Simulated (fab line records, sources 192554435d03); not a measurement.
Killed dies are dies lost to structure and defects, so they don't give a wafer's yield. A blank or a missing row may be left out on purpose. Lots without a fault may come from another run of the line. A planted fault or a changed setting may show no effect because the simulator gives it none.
Which tool did it? | flow n5_finfet | 12 lots, 36 wafers sampled, at 1 step of a route of 1938

WHAT THE GAUGES READ, wafer by wafer
N5_FIN_SAQP_CD_MEAS_31: target cd 8 nm.
lot  | measured    | on        | cd_nm (nm)
L075 | day 2 09:17 | cd_sem-02 | 7.94 8.44 8.17
L077 | day 2 22:31 | cd_sem-01 | 7.78 8.11 8.16
L079 | day 3 07:52 | cd_sem-02 | 8.12 8.36 8.24
L081 | day 3 20:04 | cd_sem-02 | 8.25 8.12 8.29
L083 | day 4 07:53 | cd_sem-02 | 8.26 8.20 7.91
L085 | day 4 22:15 | cd_sem-01 | 8.34 8.26 7.79
L087 | day 5 08:02 | cd_sem-02 | 8.06 8.21 8.37
L089 | day 5 20:35 | cd_sem-03 | 7.92 8.01 8.53
L091 | day 6 08:55 | cd_sem-02 | 8.21 8.22 7.66
L093 | day 6 20:57 | cd_sem-03 | 8.10 8.49 7.80
L095 | day 7 06:41 | cd_sem-03 | 8.43 8.07 7.88
L097 | day 7 19:52 | cd_sem-03 | 8.58 8.28 8.11

WHICH TOOL RAN EACH LOT (tool, then ch and the chambers of the sampled wafers, then the start)
The record holds no process step before these readings.

THE ANSWER, worked out from the rows above alone
Rule: what is usual is taken from the lots themselves. Put in order of their means at a reading, lots are off if they are a third of the lots or fewer, leave a main group of 4 or more, and stand apart from it by a gap of 3 or more times the standard deviation of the main group's means; of several such gaps the widest counts. A main group whose means are all the same, to the digits that the tables above print for the reading, isn't used. A lot without any number at a reading at which 4 lots or more have one is off too. The other lots that the step has rows for count as sound.
No lot is off at any reading shown: from this, nothing can be told.

WHAT THE SIMULATOR HAD PUT IN
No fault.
